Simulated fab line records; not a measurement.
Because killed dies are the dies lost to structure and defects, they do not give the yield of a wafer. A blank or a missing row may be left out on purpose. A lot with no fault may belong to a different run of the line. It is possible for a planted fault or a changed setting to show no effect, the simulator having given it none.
fab line records	flow nand_harc
[record] lots = 24	wafers = 72	last_day = 24
route steps=1159 shown A_STAIRCASE@613 A_SGD_CUT@777
lots untouched by any fault: they come from a run of this same line in which no faults occurred
start_h: the number of hours between the record's first day and the start of the first shown wafer of the lot	wait_h: how many hours have passed since the lot's step before this one	" as in the row above	L1.1+2: a row that stands for several wafers	- no value, or no start was given	* or withheld: withheld	< > ~ a bound
route shown NAME@n: names a module that has steps shown in the file, with the first one's number in the route	usual: average and standard deviation across the fault-free wafers	same: alike in all rows	chamber/n: place in a boat	sites: each site's reading	_std_site: standard deviation across them	_edge_site: inner sites' mean taken away from outer sites' mean	radius_mm: for every site, how far away it sits from the centre of the wafer	mask NAME#n: copy n	behind: tool/chamber where the wafer was last shaped	hold: why the lot went on hold/how many hours it stayed there/how the hold came to an end	device: whichever transistor did not switch (one of n, p or np)	end of line: the route-end tests of the same wafers	step lacking rows: just its recipe	killed: count of dies lost to structure and defects at first sort (not the wafer's yield)	map: a wafer's dies, x killed, . not, _ none there
set.NAME: the setting as run; set.NAME@STEP: as run at that earlier step	model.NAME: the simulator's own value behind a step, which no gauge read
the route's steps for a sample of lots (tables are steps, rows are wafers)
services: from which hour (start_h, from the record's first day; less than 0 if before it) a tool's chamber was out of use, for how many hours, and why
[[steps]]
[step NHARC_A_STAIRCASE_DESCUM_219]
[recipe] time_s = 3	o2_flow_sccm = 200	ar_flow_sccm = 0	bias_power_w = 0	chemistry = O2
[usual] drypump_motor_current_A = 5.69/0.29	oes_product_au = 0.997/0.012	rf_vpp_V = 57.7/0.86	showerhead_plenum_p_Torr = 1.90/0.091	throttle_valve_pct = 11.312/0.01
[same] time_s = 3
lot.wafer	tool	chamber	start_h	wait_h	drypump_motor_current_A	oes_product_au	rf_hours_counter_h	rf_vpp_V	showerhead_plenum_p_Torr	throttle_valve_pct
L076.4	rie_diel-04	2	251.85	-	5.53	0.998	47	57.5	1.88	11.316
L076.2	"	0	"	"	6.01	0.995	45	57.2	1.86	11.321
L076.1	"	1	"	"	5.79	0.995	47	58.2	2.06	11.317
L075.3	rie_diel-06	1	252.91	-	6.09	0.990	1	57.2	1.92	11.310
L075.4	"	2	"	"	6.06	1.004	1	58.7	1.84	11.299
L075.2	"	3	"	"	5.77	0.976	1	57.9	2.01	11.296
L074.1	rie_diel-05	1	256.17	-	5.41	0.998	26	58.0	1.89	11.317
L074.5	"	2	"	"	5.71	1.010	-	59.4	2.02	11.295
L074.6	"	3	"	"	5.40	1.006	-	57.7	2.07	11.311
L077.2	rie_diel-06	1	262.28	-	6.10	0.984	5	58.8	1.92	11.328
L077.3	"	2	"	"	6.03	0.996	5	58.3	1.84	11.312
L077.5	"	0	"	"	5.41	0.999	-	58.1	1.78	11.308
L078.3	rie_diel-05	1	262.55	-	5.44	0.997	31	56.3	1.89	11.311
L078.6	"	2	"	"	5.75	1.004	-	59.0	2.02	11.316
L078.5	"	3	"	"	5.38	0.982	-	58.4	2.07	11.309
L079.3	rie_diel-05	0	262.76	-	5.64	0.982	31	58.3	1.82	11.309
L079.2	"	3	"	"	5.40	0.990	31	59.6	2.07	11.334
L079.6	"	0	"	"	5.59	0.975	-	55.8	1.82	11.311
L080.1	rie_diel-04	2	278.09	-	5.49	0.985	57	56.8	1.88	11.318
L080.2	"	3	"	"	5.25	0.997	58	56.6	1.83	11.306
L080.6	"	0	"	"	5.99	0.988	-	58.0	1.86	11.330
L082.3	rie_diel-04	3	278.53	-	5.23	1.003	59	57.5	1.83	11.303
L082.4	"	1	"	"	5.79	1.004	56	57.7	2.06	11.328
L082.6	"	3	"	"	5.23	1.012	-	57.7	1.83	11.294
L081.2	rie_diel-06	1	285.77	-	6.10	0.993	13	58.8	1.92	11.317
L081.3	"	2	"	"	6.05	0.981	12	59.1	1.84	11.335
L081.5	"	2	"	"	6.05	0.987	-	56.7	1.84	11.306
L083.2	rie_diel-06	3	297.80	-	5.75	0.982	17	58.3	2.01	11.300
L083.6	"	0	"	"	5.43	1.008	-	57.7	1.78	11.302
L083.5	"	1	"	"	6.10	0.992	-	58.2	1.92	11.309
L084.1	rie_diel-04	1	298.05	-	5.77	1.022	0	58.3	2.06	11.312
L084.4	"	2	"	"	5.51	0.987	0	57.7	1.88	11.313
L084.5	"	1	"	"	5.78	1.018	-	58.5	2.06	11.322
L085.3	rie_diel-04	3	323.19	-	5.21	0.996	10	57.6	1.83	11.304
L085.2	"	0	"	"	6.00	1.005	9	56.9	1.85	11.305
L085.6	"	2	"	"	5.52	0.984	-	57.3	1.87	11.303
L087.3	rie_diel-04	3	323.69	-	5.23	1.002	10	56.6	1.83	11.311
L087.4	"	0	"	"	6.01	1.010	9	57.3	1.85	11.291
L087.2	"	2	"	"	5.52	0.999	10	57.4	1.87	11.314
L088.4	rie_diel-04	3	327.91	-	5.23	0.996	11	56.5	1.83	11.303
L088.1	"	2	"	"	5.53	0.985	12	58.1	1.87	11.329
L088.5	"	0	"	"	6.01	1.002	-	57.9	1.85	11.323
L086.4	rie_diel-05	1	328.82	-	5.43	1.019	55	57.6	1.88	11.307
L086.3	"	2	"	"	5.72	1.020	55	58.8	2.01	11.302
L086.5	"	0	"	"	5.63	0.981	-	58.2	1.81	11.326
L089.2	rie_diel-04	2	336.70	-	5.52	0.986	15	57.4	1.87	11.304
L089.3	"	3	"	"	5.24	0.993	15	56.0	1.83	11.323
L089.6	"	2	"	"	5.53	0.991	-	57.3	1.87	11.288
L091.3	rie_diel-04	0	341.59	-	5.99	0.998	16	57.0	1.85	11.300
L091.2	"	1	"	"	5.78	1.022	17	58.9	2.05	11.330
L091.4	"	2	"	"	5.54	0.979	18	58.5	1.87	11.313
L090.3	rie_diel-06	1	342.02	-	6.08	0.989	36	57.5	1.91	11.307
L090.1	"	2	"	"	6.03	0.986	34	56.8	1.83	11.303
L090.5	"	2	"	"	6.04	0.984	-	58.1	1.83	11.309
L094.1	rie_diel-06	2	349.02	-	6.02	0.985	36	59.1	1.83	11.317
L094.4	"	3	"	"	5.76	0.977	35	56.3	2.00	11.318
L094.6	"	2	"	"	6.03	0.983	-	57.1	1.83	11.305
L093.1	rie_diel-06	1	349.44	-	6.08	0.985	38	58.7	1.91	11.330
L093.5	"	0	"	"	5.38	0.998	-	57.6	1.77	11.327
L093.6	"	1	"	"	6.07	0.988	-	58.2	1.91	11.288
L092.1	rie_diel-04	2	353.14	-	5.53	0.980	23	57.9	1.87	11.321
L092.2	"	3	"	"	5.23	1.015	21	56.9	1.82	11.300
L092.4	"	0	"	"	6.01	1.011	21	56.4	1.85	11.310
L095.3	rie_diel-06	0	367.78	-	5.38	1.010	44	58.0	1.77	11.299
L095.2	"	1	"	"	6.08	1.006	44	55.9	1.91	11.325
L095.6	"	3	"	"	5.74	0.988	-	57.4	2.00	11.318
L096.4	rie_diel-04	1	382.17	-	5.76	1.013	31	58.1	2.05	11.319
L096.3	"	2	"	"	5.53	0.987	32	56.8	1.87	11.310
L096.6	"	0	"	"	6.01	1.011	-	56.9	1.85	11.310
L097.3	rie_diel-04	1	386.38	-	5.78	1.012	33	59.4	2.04	11.323
L097.2	"	3	"	"	5.25	1.005	33	58.3	1.82	11.323
L097.5	"	2	"	"	5.53	0.976	-	57.7	1.87	11.304
[step NHARC_A_STAIRCASE_ETCH_221]
[recipe] target_depth_a = 1000	time_s = 40.5	ion_energy_ev = 400	c4f8_flow_sccm = 20	o2_flow_sccm = 10	ar_flow_sccm = withheld	rf_w = 600	bias_w = 1000	chemistry = C4F8/O2
[usual] oes_product_au = 0.934/0.015	rf_fwd_power_W = 592/3.1	rf_vpp_V = 895/5.7
[same] time_s = 40.5
lot.wafer	tool	chamber	start_h	wait_h	oes_product_au	rf_fwd_power_W	rf_hours_counter_h	rf_vpp_V
L076.1	rie_diel-04	3	-	-	0.926	589	48	891
L076.4	"	0	"	"	0.942	589	45	894
L076.2	"	1	"	"	0.947	594	48	904
L075.3	rie_diel-06	1	-	-	0.927	587	1	896
L075.2	"	3	"	"	0.946	597	1	902
L075.4	"	0	"	"	0.951	590	1	888
L074.1	rie_diel-05	0	-	-	0.926	597	26	889
L074.5	"	3	"	"	0.934	585	-	904
L074.6	"	0	"	"	0.926	595	-	892
L077.3	rie_diel-06	2	-	-	0.938	593	5	891
L077.2	"	3	"	"	0.926	592	5	901
L077.5	"	0	"	"	0.933	591	-	887
L078.3	rie_diel-05	3	-	-	0.929	588	31	905
L078.5	"	3	"	"	0.923	587	-	904
L078.6	"	0	"	"	0.915	596	-	891
L079.3	rie_diel-05	2	-	-	0.942	595	32	902
L079.2	"	0	"	"	0.907	594	31	890
L079.6	"	1	"	"	0.929	591	-	893
L080.1	rie_diel-04	2	-	-	0.964	592	57	893
L080.2	"	1	"	"	0.947	593	56	905
L080.6	"	2	"	"	0.953	594	-	893
L082.3	rie_diel-04	2	-	-	0.923	593	57	894
L082.4	"	3	"	"	0.919	585	59	891
L082.6	"	1	"	"	0.913	594	-	905
L081.2	rie_diel-06	0	-	-	0.953	588	13	888
L081.3	"	1	"	"	0.935	589	13	898
L081.5	"	3	"	"	0.928	593	-	902
L083.2	rie_diel-06	2	-	-	0.935	594	17	890
L083.6	"	3	"	"	0.919	598	-	903
L083.5	"	0	"	"	0.940	590	-	888
L084.1	rie_diel-04	2	-	-	0.925	595	2	893
L084.4	"	1	"	"	0.952	592	1	905
L084.5	"	2	"	"	0.928	596	-	893
L085.3	rie_diel-04	1	-	-	0.943	594	9	904
L085.2	"	2	"	"	0.924	593	10	893
L085.6	"	0	"	"	0.934	595	-	894
L087.3	rie_diel-04	3	-	-	0.922	590	10	891
L087.2	"	0	"	"	0.930	593	9	894
L087.4	"	1	"	"	0.927	593	10	904
L088.1	rie_diel-04	2	-	-	0.950	594	12	893
L088.4	"	3	"	"	0.941	588	12	891
L088.5	"	1	"	"	0.963	592	-	903
L086.4	rie_diel-05	2	-	-	0.935	594	55	904
L086.3	"	0	"	"	0.911	598	56	888
L086.5	"	3	"	"	0.931	588	-	904
L089.3	rie_diel-04	2	-	-	0.949	591	15	892
L089.2	"	1	"	"	0.975	594	15	905
L089.6	"	3	"	"	0.958	590	-	891
L091.2	rie_diel-04	0	-	-	0.943	593	16	893
L091.3	"	1	"	"	0.940	596	17	904
L091.4	"	2	"	"	0.923	593	18	893
L090.3	rie_diel-06	1	-	-	0.936	590	36	895
L090.1	"	0	"	"	0.962	591	36	887
L090.5	"	1	"	"	0.921	592	-	897
L094.4	rie_diel-06	0	-	-	0.933	590	37	887
L094.1	"	1	"	"	0.909	588	38	896
L094.6	"	1	"	"	0.914	590	-	896
L093.1	rie_diel-06	1	-	-	0.914	589	38	897
L093.6	"	2	"	"	0.906	592	-	890
L093.5	"	3	"	"	0.904	594	-	901
L092.4	rie_diel-04	1	-	-	0.965	596	22	904
L092.1	"	3	"	"	0.954	587	22	889
L092.2	"	0	"	"	0.958	593	21	891
L095.3	rie_diel-06	0	-	-	0.945	588	44	887
L095.2	"	1	"	"	0.952	591	44	896
L095.6	"	2	"	"	0.932	592	-	890
L096.3	rie_diel-04	2	-	-	0.933	590	32	892
L096.4	"	3	"	"	0.935	592	31	890
L096.6	"	0	"	"	0.937	592	-	890
L097.3	rie_diel-04	0	-	-	0.934	593	32	892
L097.2	"	1	"	"	0.939	593	33	905
L097.5	"	3	"	"	0.946	589	-	890
[step NHARC_A_STAIRCASE_ETCH_232]
[recipe] target_depth_a = 1000	time_s = 40.5	ion_energy_ev = 400	c4f8_flow_sccm = 20	o2_flow_sccm = 10	ar_flow_sccm = withheld	rf_w = 600	bias_w = 1000	chemistry = C4F8/O2
[usual] oes_product_au = 0.942/0.013	rf_fwd_power_W = 591.8/2.8	rf_vpp_V = 895/5.8
[same] time_s = 40.5
lot.wafer	tool	chamber	start_h	wait_h	oes_product_au	rf_fwd_power_W	rf_hours_counter_h	rf_vpp_V
L076.1	rie_diel-04	3	-	-	0.928	587.9	48	891
L076.4	"	0	"	"	0.928	592.4	46	892
L076.2	"	1	"	"	0.948	592.7	48	907
L075.4	rie_diel-04	3	-	-	0.944	589.6	49	891
L075.3	"	1	"	"	0.962	591.7	49	904
L075.2	"	2	"	"	0.946	594.4	49	893
L074.1	rie_diel-05	0	-	-	0.953	594.1	29	891
L074.6	"	3	"	"	0.952	590.0	-	904
L074.5	"	0	"	"	0.946	594.0	-	890
L077.2	rie_diel-06	2	-	-	0.943	593.2	6	892
L077.3	"	3	"	"	0.939	595.0	6	903
L077.5	"	1	"	"	0.939	588.7	-	895
L078.3	rie_diel-04	3	-	-	0.935	588.7	54	891
L078.6	"	3	"	"	0.942	588.0	-	888
L078.5	"	0	"	"	0.938	591.2	-	893
L079.2	rie_diel-05	3	-	-	0.958	588.7	32	905
L079.3	"	0	"	"	0.935	596.7	32	890
L079.6	"	2	"	"	0.965	596.8	-	903
L080.1	rie_diel-06	1	-	-	0.941	588.1	10	897
L080.2	"	0	"	"	0.961	586.3	10	888
L080.6	"	2	"	"	0.932	593.1	-	892
L082.3	rie_diel-04	3	-	-	0.945	588.7	60	891
L082.4	"	1	"	"	0.928	596.6	58	904
L082.6	"	3	"	"	0.933	588.3	-	890
L081.3	rie_diel-05	1	-	-	0.959	596.4	41	895
L081.2	"	2	"	"	0.954	596.0	40	903
L081.5	"	0	"	"	0.938	596.4	-	888
L083.2	rie_diel-06	1	-	-	0.930	588.5	18	896
L083.6	"	2	"	"	0.948	589.9	-	890
L083.5	"	3	"	"	0.935	595.8	-	902
L084.4	rie_diel-06	2	-	-	0.932	591.1	18	890
L084.1	"	0	"	"	0.938	589.3	18	886
L084.5	"	2	"	"	0.930	592.3	-	890
L085.3	rie_diel-05	0	-	-	0.940	596.0	55	888
L085.2	"	1	"	"	0.966	592.3	54	895
L085.6	"	3	"	"	0.959	589.7	-	905
L087.3	rie_diel-06	0	-	-	0.948	592.4	28	887
L087.2	"	1	"	"	0.915	590.5	28	894
L087.4	"	3	"	"	0.926	594.9	27	902
L088.1	rie_diel-04	0	-	-	0.947	593.2	11	893
L088.4	"	1	"	"	0.961	594.3	12	904
L088.5	"	1	"	"	0.956	591.1	-	905
L086.4	rie_diel-04	1	-	-	0.961	595.0	12	905
L086.3	"	2	"	"	0.945	594.7	13	893
L086.5	"	3	"	"	0.962	588.9	-	890
L089.3	rie_diel-04	2	-	-	0.921	591.1	16	894
L089.2	"	0	"	"	0.956	593.9	15	890
L089.6	"	2	"	"	0.923	591.7	-	894
L091.4	rie_diel-04	2	-	-	0.935	591.6	19	894
L091.3	"	3	"	"	0.952	590.3	17	891
L091.2	"	0	"	"	0.952	590.7	17	892
L090.1	rie_diel-06	3	-	-	0.952	596.6	34	901
L090.3	"	1	"	"	0.923	589.0	37	896
L090.5	"	3	"	"	0.949	595.1	-	902
L094.4	rie_diel-06	0	-	-	0.942	591.0	39	887
L094.1	"	2	"	"	0.924	589.7	37	891
L094.6	"	0	"	"	0.945	591.7	-	887
L093.1	rie_diel-06	2	-	-	0.940	591.3	38	890
L093.5	"	0	"	"	0.945	586.1	-	885
L093.6	"	1	"	"	0.931	590.8	-	895
L092.1	rie_diel-06	3	-	-	0.953	594.6	38	901
L092.2	"	0	"	"	0.970	587.4	40	887
L092.4	"	1	"	"	0.942	587.7	41	895
L095.3	rie_diel-06	2	-	-	0.924	592.6	44	892
L095.2	"	0	"	"	0.958	587.9	45	887
L095.6	"	1	"	"	0.945	586.6	-	897
L096.4	rie_diel-04	1	-	-	0.939	595.1	32	904
L096.3	"	2	"	"	0.926	592.9	33	894
L096.6	"	1	"	"	0.959	593.9	-	905
L097.3	rie_diel-05	1	-	-	0.932	592.7	9	894
L097.2	"	2	"	"	0.947	598.2	9	900
L097.5	"	1	"	"	0.935	595.7	-	893
[step NHARC_A_STAIRCASE_DEP_417]
[recipe] target_thk_a = 600	step_coverage_pct = 20	temp_c = 400	target_thk_nm = 60	flow_sccm = 200	rf_w = 450	material = Si3N4
[usual] heater_power_w = 705/91	rf_fwd_power_W = 449.0/1.3
lot.wafer	tool	chamber	start_h	wait_h	heater_power_w	rf_fwd_power_W
L076.2	pecvd-02	1	269.92	-	572	449.1
L076.1	"	2	"	"	787	450.7
L076.4	"	2	"	"	788	449.7
L075.3	pecvd-01	0	271.47	-	661	447.5
L075.2	"	1	"	"	862	448.8
L075.4	"	2	"	"	790	445.9
L074.1	pecvd-01	1	275.31	-	812	447.6
L074.5	"	2	"	"	769	448.2
L074.6	"	1	"	"	852	449.3
L077.2	pecvd-03	1	280.64	-	614	447.9
L077.3	"	2	"	"	609	447.5
L077.5	"	1	"	"	625	448.3
L078.3	pecvd-02	0	280.82	-	697	449.3
L078.5	"	2	"	"	814	447.6
L078.6	"	0	"	"	666	451.1
L079.3	pecvd-02	1	282.98	-	581	450.5
L079.2	"	2	"	"	769	448.6
L079.6	"	2	"	"	762	448.0
L082.3	pecvd-02	2	296.71	-	841	451.2
L082.6	"	2	"	"	822	449.6
L082.4	"	0	"	"	647	450.7
L080.2	pecvd-02	1	297.09	-	622	447.5
L080.1	"	2	"	"	849	449.1
L080.6	"	1	"	"	610	447.5
L081.3	pecvd-02	0	307.67	-	672	450.6
L081.2	"	2	"	"	854	447.9
L081.5	"	2	"	"	855	448.2
L084.1	pecvd-03	0	319.77	-	648	446.7
L084.5	"	0	"	"	634	448.4
L084.4	"	1	"	"	670	449.3
L083.2	pecvd-03	2	320.37	-	674	449.0
L083.5	"	0	"	"	735	451.0
L083.6	"	1	"	"	713	450.3
L085.3	pecvd-03	1	341.77	-	659	448.9
L085.2	"	0	"	"	738	448.3
L085.6	"	1	"	"	632	447.9
L087.2	pecvd-01	2	343.12	-	687	449.9
L087.3	"	0	"	"	683	447.5
L087.4	"	0	"	"	711	448.6
L088.1	pecvd-01	1	345.48	-	857	451.3
L088.5	"	0	"	"	664	451.2
L088.4	"	2	"	"	667	448.0
L086.3	pecvd-03	1	346.88	-	697	448.6
L086.4	"	2	"	"	775	447.0
L086.5	"	0	"	"	747	450.0
L089.3	pecvd-01	2	355.92	-	763	448.6
L089.2	"	0	"	"	721	451.3
L089.6	"	0	"	"	759	446.6
L091.2	pecvd-03	0	359.48	-	692	450.5
L091.3	"	2	"	"	651	448.7
L091.4	"	1	"	"	632	447.7
L090.1	pecvd-01	2	359.79	-	719	447.7
L090.3	"	1	"	"	867	449.8
L090.5	"	1	"	"	864	447.9
L094.1	pecvd-02	1	370.64	-	555	448.1
L094.4	"	2	"	"	821	447.6
L094.6	"	1	"	"	556	450.8
L093.1	pecvd-02	1	371.13	-	520	449.2
L093.6	"	1	"	"	527	449.4
L093.5	"	0	"	"	595	450.5
L092.1	pecvd-01	1	377.54	-	814	450.2
L092.2	"	0	"	"	623	450.0
L092.4	"	1	"	"	799	450.2
L095.3	pecvd-02	0	386.73	-	508	449.0
L095.2	"	2	"	"	783	450.0
L095.6	"	0	"	"	533	448.9
L096.3	pecvd-01	2	401.88	-	744	448.2
L096.4	"	0	"	"	694	449.5
L096.6	"	1	"	"	846	448.9
L097.3	pecvd-03	1	407.92	-	716	451.2
L097.2	"	2	"	"	706	449.2
L097.5	"	2	"	"	718	445.3
[step NHARC_A_STAIRCASE_DEP_151]
[recipe] target_thk_a = 38000	temp_c = 400	target_thk_nm = 3800	teos_flow_sccm = 200	rf_w = 500	material = SiO2
[usual] heater_power_w = 647/85	rf_fwd_power_W = 499.7/1.4
lot.wafer	tool	chamber	start_h	wait_h	heater_power_w	rf_fwd_power_W
L075.3	pecvd-02	1	282.20	0.4	555	498.4
L075.2	"	2	"	"	824	499.6
L075.4	"	0	"	"	526	500.8
L076.2	pecvd-03	1	282.21	0.4	624	497.8
L076.1	"	0	"	"	636	499.3
L076.4	"	0	"	"	613	500.2
L074.1	pecvd-02	1	287.34	0.5	597	500.0
L074.5	"	1	"	"	509	500.0
L074.6	"	2	"	"	684	500.2
L077.3	pecvd-01	0	292.65	0.4	645	500.4
L077.2	"	2	"	"	729	499.5
L077.5	"	1	"	"	683	496.0
L078.3	pecvd-02	2	292.84	0.6	782	500.3
L078.5	"	0	"	"	516	499.2
L078.6	"	2	"	"	678	499.6
L079.3	pecvd-01	2	293.22	0.9	643	499.1
L079.2	"	0	"	"	681	500.7
L079.6	"	1	"	"	688	499.3
L080.1	pecvd-02	1	308.71	0.4	586	498.8
L080.2	"	2	"	"	844	498.5
L080.6	"	0	"	"	526	499.6
L082.3	pecvd-01	1	308.81	0.5	744	501.5
L082.6	"	1	"	"	700	500.7
L082.4	"	2	"	"	642	499.4
L081.3	pecvd-02	1	319.76	0.5	620	498.8
L081.2	"	2	"	"	845	500.6
L081.5	"	0	"	"	532	497.3
L083.2	pecvd-01	2	332.10	0.6	710	499.3
L083.5	"	1	"	"	685	499.8
L083.6	"	2	"	"	638	499.8
L084.1	pecvd-03	0	332.11	0.6	611	500.6
L084.4	"	2	"	"	592	501.5
L084.5	"	0	"	"	608	498.6
L087.3	pecvd-03	0	353.81	0.4	712	500.1
L087.2	"	1	"	"	675	498.4
L087.4	"	2	"	"	611	499.2
L085.3	pecvd-01	0	353.81	0.4	627	498.5
L085.2	"	2	"	"	773	498.8
L085.6	"	2	"	"	633	497.8
L088.1	pecvd-02	2	357.47	0.4	796	500.0
L088.4	"	0	"	"	503	499.9
L088.5	"	1	"	"	481	498.7
L086.3	pecvd-01	2	357.67	0.6	750	501.6
L086.5	"	0	"	"	581	499.3
L086.4	"	2	"	"	639	502.2
L089.2	pecvd-03	1	367.99	0.4	657	499.2
L089.3	"	0	"	"	697	500.4
L089.6	"	0	"	"	604	500.2
L090.3	pecvd-03	0	371.57	0.4	715	501.0
L090.1	"	2	"	"	715	497.9
L090.5	"	0	"	"	615	499.3
L091.2	pecvd-01	1	371.58	0.4	767	499.6
L091.3	"	2	"	"	746	500.6
L091.4	"	1	"	"	694	500.8
L093.1	pecvd-01	2	382.68	0.5	816	499.7
L093.6	"	1	"	"	682	499.6
L093.5	"	2	"	"	634	500.8
L094.1	pecvd-03	0	382.78	0.6	733	501.2
L094.4	"	1	"	"	572	497.8
L094.6	"	2	"	"	614	501.6
L092.1	pecvd-03	1	389.64	0.5	608	498.8
L092.2	"	2	"	"	753	497.5
L092.4	"	0	"	"	614	498.8
L095.3	pecvd-03	2	398.82	0.5	754	498.9
L095.2	"	1	"	"	587	498.3
L095.6	"	1	"	"	581	500.9
L096.3	pecvd-01	1	413.84	0.4	722	500.0
L096.6	"	1	"	"	689	499.7
L096.4	"	2	"	"	639	501.7
L097.2	pecvd-02	1	420.06	0.5	566	499.8
L097.3	"	2	"	"	705	501.6
L097.5	"	1	"	"	480	499.0
[step NHARC_A_SGD_CUT_STRIP_28]
[recipe] time_s = 20	o2_flow_sccm = 500	ar_flow_sccm = 0	bias_w = 0	chemistry = O2
[usual] drypump_motor_current_A = 5.5/0.42	oes_product_au = 0.997/0.013	rf_vpp_V = 58.1/0.91	showerhead_plenum_p_Torr = 3.58/0.12	throttle_valve_pct = 17.037/0.0098
[same] time_s = 20
lot.wafer	tool	chamber	start_h	wait_h	drypump_motor_current_A	oes_product_au	rf_hours_counter_h	rf_vpp_V	showerhead_plenum_p_Torr	throttle_valve_pct
L074.1	rie_diel-08	3	-	-	5.2	0.981	1	56.1	3.33	17.042
L074.6	"	3	"	"	5.1	0.985	-	57.1	3.33	17.039
L074.5	"	0	"	"	5.8	1.009	-	56.8	3.56	17.024
L075.2	rie_diel-07	0	-	-	5.5	0.991	9	58.5	3.54	17.035
L075.3	"	1	"	"	5.3	1.001	8	59.6	3.43	17.039
L075.4	"	2	"	"	5.3	1.002	10	57.6	3.61	17.028
L076.4	rie_diel-13	0	-	-	6.0	0.999	4	57.3	3.69	17.054
L076.1	"	1	"	"	5.6	1.016	4	57.8	3.67	17.054
L076.2	"	2	"	"	5.6	0.981	4	60.2	3.72	17.029
L078.3	rie_diel-07	1	-	-	5.3	0.995	10	57.6	3.43	17.035
L078.5	"	1	"	"	5.4	1.001	-	56.9	3.43	17.019
L078.6	"	2	"	"	5.3	0.996	-	57.2	3.61	17.051
L079.2	rie_diel-08	0	-	-	5.9	1.007	1	57.6	3.56	17.042
L079.3	"	3	"	"	5.1	0.984	2	57.0	3.33	17.030
L079.6	"	0	"	"	5.8	1.006	-	57.4	3.56	17.041
L077.3	rie_diel-08	0	-	-	5.8	0.999	1	57.9	3.56	17.037
L077.2	"	1	"	"	5.4	0.978	2	57.6	3.63	17.044
L077.5	"	3	"	"	5.1	0.985	-	56.1	3.33	17.016
L080.2	rie_diel-08	2	-	-	4.9	1.003	3	58.4	3.66	17.039
L080.1	"	0	"	"	5.8	1.013	2	58.5	3.56	17.031
L080.6	"	3	"	"	5.1	0.990	-	58.2	3.33	17.040
L082.3	rie_diel-07	1	-	-	5.3	1.000	12	57.4	3.42	17.041
L082.4	"	2	"	"	5.3	0.996	13	57.2	3.61	17.040
L082.6	"	3	"	"	5.4	0.991	-	56.7	3.52	17.033
L081.3	rie_diel-13	3	-	-	6.4	0.990	6	57.0	3.75	17.031
L081.2	"	0	"	"	6.1	0.973	8	59.0	3.69	17.021
L081.5	"	3	"	"	6.4	0.993	-	59.2	3.75	17.025
L084.1	rie_diel-08	0	-	-	5.8	1.004	4	58.5	3.56	17.038
L084.4	"	1	"	"	5.4	0.981	4	57.9	3.63	17.032
L084.5	"	2	"	"	4.8	1.010	-	57.3	3.66	17.035
L083.2	rie_diel-07	1	-	-	5.3	0.999	16	58.9	3.42	17.044
L083.5	"	2	"	"	5.3	1.011	-	57.2	3.61	17.036
L083.6	"	3	"	"	5.4	1.003	-	59.1	3.52	17.049
L087.2	rie_diel-07	0	-	-	5.5	1.010	17	57.9	3.53	17.034
L087.4	"	2	"	"	5.3	1.004	18	59.2	3.61	17.042
L087.3	"	3	"	"	5.4	1.001	17	57.7	3.52	17.043
L085.2	rie_diel-13	3	-	-	6.4	1.012	9	59.1	3.74	17.043
L085.3	"	1	"	"	5.6	1.022	11	58.5	3.67	17.039
L085.6	"	3	"	"	6.3	1.001	-	57.6	3.74	17.036
L088.4	rie_diel-13	1	-	-	5.6	1.022	11	59.4	3.67	17.021
L088.1	"	3	"	"	6.4	0.997	9	59.2	3.74	17.050
L088.5	"	0	"	"	6.1	0.973	-	58.1	3.69	17.049
L086.3	rie_diel-08	2	395.21	0.1	4.8	1.008	5	58.0	3.66	17.037
L086.4	"	3	"	"	5.1	0.984	-	57.0	3.33	17.027
L086.5	"	0	"	"	5.8	1.013	-	57.1	3.56	17.037
L089.3	rie_diel-13	1	-	-	5.6	1.032	12	59.3	3.67	17.033
L089.2	"	3	"	"	6.4	0.998	10	57.5	3.74	17.039
L089.6	"	1	"	"	5.7	1.022	-	58.0	3.67	17.038
L090.1	rie_diel-13	0	-	-	6.1	0.994	12	60.8	3.69	17.025
L090.3	"	2	"	"	5.6	0.992	12	58.0	3.71	17.040
L090.5	"	0	"	"	6.1	0.987	-	57.3	3.69	17.033
L091.3	rie_diel-08	1	-	-	5.4	0.982	5	58.1	3.63	17.036
L091.2	"	2	"	"	4.9	0.999	7	58.0	3.66	17.047
L091.4	"	3	"	"	5.1	0.986	7	58.8	3.33	17.043
L093.1	rie_diel-08	3	-	-	5.0	0.985	9	56.9	3.33	17.033
L093.5	"	3	"	"	5.1	0.990	-	57.6	3.33	17.023
L093.6	"	0	"	"	5.9	1.006	-	59.2	3.56	17.032
L094.4	rie_diel-13	2	-	-	5.7	0.993	14	59.7	3.71	17.040
L094.1	"	0	"	"	6.1	0.980	13	58.1	3.69	17.034
L094.6	"	2	"	"	5.6	0.988	-	59.3	3.71	17.035
L092.2	rie_diel-08	0	-	-	5.8	0.989	8	58.6	3.56	17.041
L092.1	"	1	"	"	5.4	0.982	7	57.9	3.63	17.047
L092.4	"	2	"	"	4.8	0.994	9	58.9	3.66	17.037
L095.2	rie_diel-08	2	-	-	4.8	1.007	10	58.7	3.65	17.036
L095.3	"	3	"	"	5.1	0.983	11	57.1	3.32	17.029
L095.6	"	1	"	"	5.4	0.974	-	58.2	3.63	17.029
L096.4	rie_diel-08	3	-	-	5.1	0.999	11	57.8	3.32	17.052
L096.3	"	2	"	"	4.8	1.005	10	58.8	3.65	17.026
L096.6	"	0	"	"	5.8	1.013	-	57.8	3.56	17.049
L097.3	rie_diel-07	2	-	-	5.3	0.998	5	58.4	3.60	17.032
L097.2	"	3	"	"	5.3	1.007	5	58.3	3.51	17.043
L097.5	"	1	"	"	5.3	0.990	-	59.2	3.42	17.045
[[services]]
tool	chamber	start_h	hours	kind
rie_diel-06	2	232.62	2.7	repair
pecvd-01	-	237.00	13.0	pm
rie_diel-13	-	276.00	9.0	pm
rie_diel-08	3	283.15	7.3	repair
rie_diel-05	3	286.36	12.1	repair
rie_diel-13	3	287.12	8.5	repair
rie_diel-04	-	288.99	9.0	pm
pecvd-03	-	292.00	13.0	pm
rie_diel-08	-	301.80	9.0	pm
pecvd-01	-	319.09	1.2	repair
rie_diel-13	-	328.55	2.4	repair
pecvd-02	-	334.00	13.0	pm
rie_diel-05	-	348.55	9.0	pm
rie_diel-08	1	380.65	17.5	repair
rie_diel-08	0	380.84	11.5	repair
pecvd-01	-	392.67	6.3	repair
rie_diel-06	1	401.58	7.4	repair
pecvd-02	2	403.67	6.9	repair
rie_diel-04	1	406.37	17.4	repair
pecvd-02	2	411.58	6.3	repair
pecvd-01	-	418.00	13.0	pm
rie_diel-06	-	418.21	9.0	pm
rie_diel-04	0	449.88	2.4	repair
rie_diel-08	2	450.55	1.4	repair
[[key]]
fault none
